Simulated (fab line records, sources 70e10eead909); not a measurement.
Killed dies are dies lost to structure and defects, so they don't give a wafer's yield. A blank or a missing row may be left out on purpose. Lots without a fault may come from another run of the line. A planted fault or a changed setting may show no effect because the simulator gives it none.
fab line records | flow nand_harc
record lots=13 wafers=39 last_day=24
route steps=1159 shown A_CONTACT@949 END@1159
lots that met no fault: from a run of the same line without faults
start_h: hours from the record's first day to the start of the lot's first wafer shown | wait_h: hours since the lot's step before | " the same as in the row above | L1.1+2: a row that stands for several wafers | - no value, or no start given | * or withheld: withheld | < > ~ a bound
route shown NAME@n: a module of which the file shows steps, and the number in the route of the first | usual: mean/standard deviation of fault-free wafers | same: alike in all rows | chamber/n: place in a boat | sites: the reading at each site | _std_site: their standard deviation | _edge_site: outer sites' mean less inner sites' | radius_mm: how far each site lies from the wafer's centre | mask NAME#n: copy n | behind: the tool/chamber that last shaped the wafer | hold: why the lot was held/for how many hours/how that ended | device: the transistor (n, p or np) that didn't switch | end of line: the same wafers' tests at the end of the route | a step without rows: its recipe alone | killed: dies lost to structure and defects at the first sort, not the wafer's yield | map: a wafer's dies, x killed, . not, _ none there
set.NAME: the setting as run; set.NAME@STEP: as run at that earlier step | model.NAME: the simulator's own value behind a step, which no gauge read
steps of the route over a sample of lots; a table a step, a row a wafer
services: from which hour (start_h, from the record's first day; less than 0 if before it) a tool's chamber was out of use, for how many hours, and why
## steps
# step NHARC_A_CONTACT_ETCH_92
# recipe target_depth_a=400 over_etch_frac=0.5 time_s=85.7 ion_energy_ev=120 ch3f_flow_sccm=50 o2_flow_sccm=30 ar_flow_sccm=200 rf_w=500 bias_w=100 chemistry=CH3F/O2
# usual drypump_motor_current_A=5.7/0.46 oes_product_au=0.932/0.021 rf_vpp_V=243.9/2.2 showerhead_plenum_p_Torr=2.43/0.14 throttle_valve_pct=20.662/0.0091
# columns lot.wafer tool chamber start_h wait_h drypump_motor_current_A oes_product_au rf_hours_counter_h rf_vpp_V showerhead_plenum_p_Torr throttle_valve_pct
L900.2 rie_diel-11 1 385.32 0.4 5.4 1.001 4 242.3 2.30 20.653
L900.4 " 2 " " 6.1 1.005 4 242.7 2.29 20.663
L900.1 " 0 " " 6.8 0.996 4 247.1 2.64 20.664
L902.4 rie_diel-10 2 395.30 0.3 6.0 0.910 8 245.7 2.59 20.640
L902.3 " 1 " " 5.3 0.955 9 241.9 2.28 20.648
L902.6 " 3 " " 5.2 0.943 - 241.3 2.40 20.669
L901.3 rie_diel-10 0 398.97 0.3 5.7 0.942 10 245.5 2.42 20.650
L901.1 " 3 " " 5.2 0.942 10 244.4 2.40 20.667
L901.6 " 0 " " 5.7 0.930 - 243.9 2.42 20.665
L904.4 rie_diel-03 2 411.20 0.3 5.5 0.932 3 247.0 2.61 20.663
L904.2 " 3 " " 5.6 0.931 3 246.9 2.66 20.666
L904.6 " 1 " " 5.2 0.944 - 243.2 2.38 20.669
L905.1 rie_diel-11 3 429.32 0.4 5.3 0.906 20 241.8 2.31 20.666
L905.4 " 1 " " 5.5 0.918 20 242.1 2.29 20.656
L905.6 " 2 " " 6.1 0.930 - 242.1 2.29 20.671
L913.2 rie_diel-03 3 463.46 0.4 5.6 0.942 22 248.4 2.65 20.679
L913.1 " 0 " " 5.7 0.938 26 247.1 2.60 20.657
L913.5 " 2 " " 5.5 0.925 - 247.1 2.61 20.660
L914.2 rie_diel-11 0 471.89 0.4 6.8 0.906 29 245.9 2.62 20.652
L914.3 " 3 " " 5.3 0.908 37 242.1 2.30 20.659
L914.6 " 0 " " 6.8 0.903 - 246.1 2.63 20.672
L916.2 rie_diel-10 3 482.41 0.4 5.3 0.946 29 244.4 2.39 20.653
L916.4 " 1 " " 5.3 0.943 28 241.6 2.27 20.673
L916.6 " 0 " " 5.7 0.928 - 243.1 2.41 20.659
L918.2 rie_diel-11 3 491.90 0.4 5.3 0.928 42 242.3 2.30 20.667
L918.6 " 0 " " 6.8 0.907 - 244.2 2.62 20.669
L918.5 " 1 " " 5.5 0.922 - 242.0 2.28 20.657
L919.4 rie_diel-11 1 493.11 0.3 5.4 0.908 43 242.2 2.28 20.654
L919.6 " 2 " " 6.1 0.937 - 241.9 2.28 20.668
L919.5 " 3 " " 5.3 0.908 - 241.8 2.30 20.661
L921.4 rie_diel-11 1 508.19 0.3 5.5 0.904 49 242.0 2.28 20.661
L921.5 " 1 " " 5.5 0.914 - 241.6 2.28 20.682
L921.6 " 2 " " 6.1 0.940 - 242.1 2.28 20.648
L922.1 rie_diel-11 1 510.17 0.4 5.5 0.912 49 243.8 2.28 20.661
L922.4 " 2 " " 6.1 0.930 49 242.5 2.28 20.666
L922.6 " 0 " " 6.8 0.915 - 246.3 2.62 20.650
L920.1 rie_diel-10 3 515.35 0.3 5.2 0.940 34 243.4 2.39 20.666
L920.2 " 1 " " 5.3 0.960 33 241.0 2.27 20.651
L920.5 " 3 " " 5.2 0.939 - 242.4 2.39 20.663
# step NHARC_A_CONTACT_CD_MEAS_15
# usual cd_nm=89.8/0.71
# columns lot.wafer tool chamber start_h wait_h cd_nm
L900.1 cd_sem-01 - 385.54 - 89.5
L900.2 " - " " 90.8
L900.4 " - " " 90.0
L902.3 cd_sem-01 - 395.53 - 89.8
L902.4 " - " " 89.1
L902.6 " - " " 88.8
L901.1 cd_sem-03 - 399.19 - 89.3
L901.3 " - " " 91.6
L901.6 " - " " 91.1
L904.2 cd_sem-03 - 411.39 - 89.4
L904.4 " - " " 89.9
L904.6 " - " " 89.0
L905.1 cd_sem-02 - 429.52 - 89.6
L905.4 " - " " 90.9
L905.6 " - " " 90.3
L913.1 cd_sem-02 - 463.66 - 89.3
L913.2 " - " " 89.2
L913.5 " - " " 89.8
L914.2 cd_sem-01 - 472.12 - 89.4
L914.3 " - " " 88.9
L914.6 " - " " 89.4
L916.2 cd_sem-02 - 482.63 - 89.4
L916.4 " - " " 89.8
L916.6 " - " " 91.7
L918.2 cd_sem-02 - 492.08 - 89.4
L918.5 " - " " 89.9
L918.6 " - " " 88.5
L919.4 cd_sem-01 - 493.30 - 90.5
L919.5 " - " " 89.6
L919.6 " - " " 90.2
L921.4 cd_sem-03 - 508.41 - 89.8
L921.5 " - " " 90.4
L921.6 " - " " 90.0
L922.1 cd_sem-01 - 510.36 - 90.3
L922.4 " - " " 89.8
L922.6 " - " " 89.4
L920.1 cd_sem-03 - 515.55 - 89.6
L920.2 " - " " 90.2
L920.5 " - " " 89.1
# step NHARC_A_CONTACT_STRIP_108
# recipe cf4_flow_sccm=100 chf3_flow_sccm=30 ar_flow_sccm=0 bias_w=0 chemistry=CF4/CHF3
# columns lot.wafer tool chamber start_h wait_h
L900.1+2+4 rie_diel-10 3,1,2 385.71 0.1
L902.3+4+6 rie_diel-10 1,0,2 395.69 0.1
L901.1+3+6 rie_diel-11 2,3,1 399.37 0.1
L904.4+2+6 rie_diel-11 2,0,3 411.62 0.1
L905.4+1+6 rie_diel-10 1,3,1 429.81 0.1
L913.1+2+5 rie_diel-11 1,3,0 463.96 0.2
L914.2+3+6 rie_diel-03 0,1,0 472.29 0.1
L916.4+2+6 rie_diel-11 2,1,3 482.98 0.2
L918.2+5+6 rie_diel-03 0,1,2 492.25 0.1
L919.4+5+6 rie_diel-10 2,3,0 493.47 0.1
L921.4+5+6 rie_diel-10 3,0,1 508.58 0.1
L922.1+4+6 rie_diel-10 1,3,2 510.55 0.1
L920.2+1+5 rie_diel-10 1,2,2 515.72 0.1
# step NHARC_A_CONTACT_ALD_18
# recipe target_thk_a=30 pulse_time_s=1 ald_cycles=150 temp_c=450 material=TiN
# usual heater_power_outer_w=688/78 heater_power_w=1070/110 precursor_pulse_height_rel=1.000/0.021
# same pulse_time_s=1
# columns lot.wafer tool chamber start_h wait_h heater_power_outer_w heater_power_w precursor_pulse_height_rel
L900.1 ald_metal-02 2 386.50 - 728 1058 1.022
L900.4 " 3 " " 558 986 0.969
L900.2 " 1 " " 825 1301 1.027
L902.3 ald_metal-01 2 396.75 - 793 1232 0.981
L902.4 " 0 " " 729 1069 0.995
L902.6 " 2 " " 794 1221 1.003
L901.1 ald_metal-04 3 400.13 - 637 1007 1.039
L901.3 " 1 " " 662 1037 0.986
L901.6 " 3 " " 638 1018 0.990
L904.4 ald_metal-01 0 412.66 - 707 1077 1.010
L904.2 " 3 " " 660 931 0.966
L904.6 " 0 " " 734 1065 0.998
L905.1 ald_metal-02 2 430.63 - 715 1113 1.005
L905.4 " 3 " " 576 1004 0.983
L905.6 " 3 " " 580 975 1.007
L913.1 ald_metal-04 1 464.73 - 639 1025 0.971
L913.2 " 2 " " 606 977 1.027
L913.5 " 2 " " 618 1021 0.997
L914.3 ald_metal-01 1 473.09 - 675 1004 0.996
L914.2 " 2 " " 792 1209 1.002
L914.6 " 0 " " 698 1042 1.040
L916.4 ald_metal-04 3 483.79 - 637 1040 1.017
L916.2 " 2 " " 616 993 1.041
L916.6 " 3 " " 621 1021 1.009
L918.2 ald_metal-02 3 493.07 - 578 1010 0.999
L918.6 " 0 " " 689 1088 0.974
L918.5 " 1 " " 840 1287 0.978
L919.4 ald_metal-01 3 494.29 - 583 825 0.980
L919.6 " 2 " " 804 1221 1.011
L919.5 " 3 " " 597 835 0.931
L921.4 ald_metal-02 3 509.54 - 599 977 0.970
L921.5 " 2 " " 716 1092 1.008
L921.6 " 3 " " 576 993 1.000
L922.1 ald_metal-04 0 511.31 - 797 1234 1.018
L922.4 " 3 " " 613 1007 1.022
L922.6 " 0 " " 809 1231 1.008
L920.2 ald_metal-04 3 516.52 - 625 1032 1.028
L920.1 " 0 " " 795 1202 0.986
L920.5 " 3 " " 609 1010 0.978
# step NHARC_END_SORT_01
# recipe temp_c=25
# usual killed_at_array=26/8.4 killed_at_other=0.7/0.97 killed_at_periphery=3.2/2.2 killed_dies=30/8.5 killed_open=3.4/2 killed_short=2/1.3
# same gross_dies=677
# columns lot.wafer tool chamber start_h wait_h killed_at_array killed_at_other killed_at_periphery killed_dies killed_open killed_short
L902.3 prober-02 0 467.26 3.1 106 2 8 116 5 3
L902.4 prober-02 0 468.07 3.4 63 2 7 72 1 2
L902.6 prober-02 0 469.70 4.1 108 1 3 112 3 3
L905.1 prober-02 0 498.16 2.4 74 2 0 76 2 0
L905.4 prober-02 0 500.54 3.4 97 0 3 100 2 1
L905.6 prober-02 0 502.13 4.0 97 2 2 101 2 3
# killed by level:class
L902.3 A_CONTACT:unspecified=71 A_CHANNEL_HOLE_D1:chamber_film_flake=13 A_CONTACT:chamber_film_flake=6 P_M1:chamber_film_flake=5 A_ZERO_WELL:chamber_film_flake=3 A_STAIRCASE:chamber_film_flake=3 A_M0:geometric_particle:open=2 A_SLIT:chamber_film_flake=2
L902.4 A_CONTACT:unspecified=40 P_M1:chamber_film_flake=6 A_CHANNEL_HOLE_D1:chamber_film_flake=6 A_CONTACT:chamber_film_flake=5 A_WL_FILL:chamber_film_flake=4 A_CHANNEL_FILL_D1:chamber_film_flake=3 A_SLIT:chamber_film_flake=2 THIN_TSV:chamber_film_flake=2
L902.6 A_CONTACT:unspecified=72 A_CHANNEL_HOLE_D1:chamber_film_flake=16 A_CONTACT:chamber_film_flake=5 A_CHANNEL_FILL_D1:chamber_film_flake=4 P_M1:chamber_film_flake=3 A_ZERO_WELL:chamber_film_flake=3 A_WL_FILL:geometric_particle:short=2 A_WL_FILL:chamber_film_flake=2
L905.1 A_CONTACT:unspecified=54 A_CHANNEL_HOLE_D1:chamber_film_flake=11 A_CONTACT:chamber_film_flake=4 THIN_TSV:chamber_film_flake=2 A_CONTACT:geometric_particle:open=1 A_M0:geometric_particle:open=1 A_STAIRCASE:chamber_film_flake=1 A_SLIT:chamber_film_flake=1
L905.4 A_CONTACT:unspecified=66 A_CHANNEL_HOLE_D1:chamber_film_flake=16 A_CONTACT:chamber_film_flake=6 A_STAIRCASE:chamber_film_flake=3 A_SLIT:chamber_film_flake=2 P_CONTACT:geometric_particle:open=1 A_SOURCE_PLATE:geometric_particle:short=1 A_M1:geometric_particle:open=1
L905.6 A_CONTACT:unspecified=77 A_CHANNEL_HOLE_D1:chamber_film_flake=10 A_ZERO_WELL:chamber_film_flake=2 A_CONTACT:chamber_film_flake=2 THIN_TSV:chamber_film_flake=2 P_GATE:geometric_particle:short=1 A_SOURCE_PLATE:geometric_particle:open=1 A_CHANNEL_HOLE_D1:geometric_particle:short=1
## services
# columns tool chamber start_h hours kind
rie_diel-11 1 361.84 - consumable_replace:focus_ring
rie_diel-11 1 361.84 9.0 scheduled_down
rie_diel-11 1 361.84 9.0 vent_cycle
rie_diel-10 0 362.50 - clean
rie_diel-10 1 362.50 - clean
rie_diel-10 2 362.50 - clean
rie_diel-10 3 362.50 - clean
ald_metal-02 - 364.00 10.0 pm
ald_metal-01 3 366.79 5.5 repair
rie_diel-11 - 368.22 9.0 pm
rie_diel-11 0 368.22 9.0 vent_cycle
rie_diel-11 2 368.22 9.0 vent_cycle
rie_diel-11 3 368.22 9.0 vent_cycle
rie_diel-03 - 392.56 9.0 pm
ald_metal-04 - 406.00 10.0 pm
rie_diel-10 1 416.03 3.8 repair
rie_diel-11 0 416.98 5.5 repair
ald_metal-01 0 422.12 3.5 repair
rie_diel-11 0 439.12 16.0 repair
ald_metal-04 - 455.55 1.5 repair
ald_metal-02 2 456.19 3.6 repair
ald_metal-01 - 458.00 10.0 pm
rie_diel-03 - 489.57 0.8 repair
ald_metal-02 0 495.46 3.3 repair
## key
first_sign step=NHARC_END_SORT_01 reading=killed_dies direction=up sigmas=7.8 usual=30 struck=96
effect step=NHARC_END_SORT_01 reading=killed_at_array direction=up sigmas=7.6 usual=26 struck=91
more_kills_born_at NHARC_A_CONTACT_STRIP_108@rie_diel-10=380
met_at NHARC_A_CONTACT_STRIP_108
struck_lots L902,L905
tester_left_out L902,L905
not_acting_at NHARC_A_CONTACT_ETCH_92,NHARC_A_CONTACT_CD_MEAS_15,NHARC_A_CONTACT_ALD_18
onset_between 385.71 395.69
fault kind=chamber_particle_source tool=rie_diel-10 chamber=- onset_h=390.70 steps=NHARC_A_CONTACT_STRIP_108 rate_per_visit_cm2=0.47144 end_h=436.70
# tester_left_out: of these lots the tester's yield and bins aren't shown, on N5 and GAA mostly nor the transistor test; their killed dies are dies lost to structure and defects alone, not to doping, threshold or leakage, so they don't give the yield
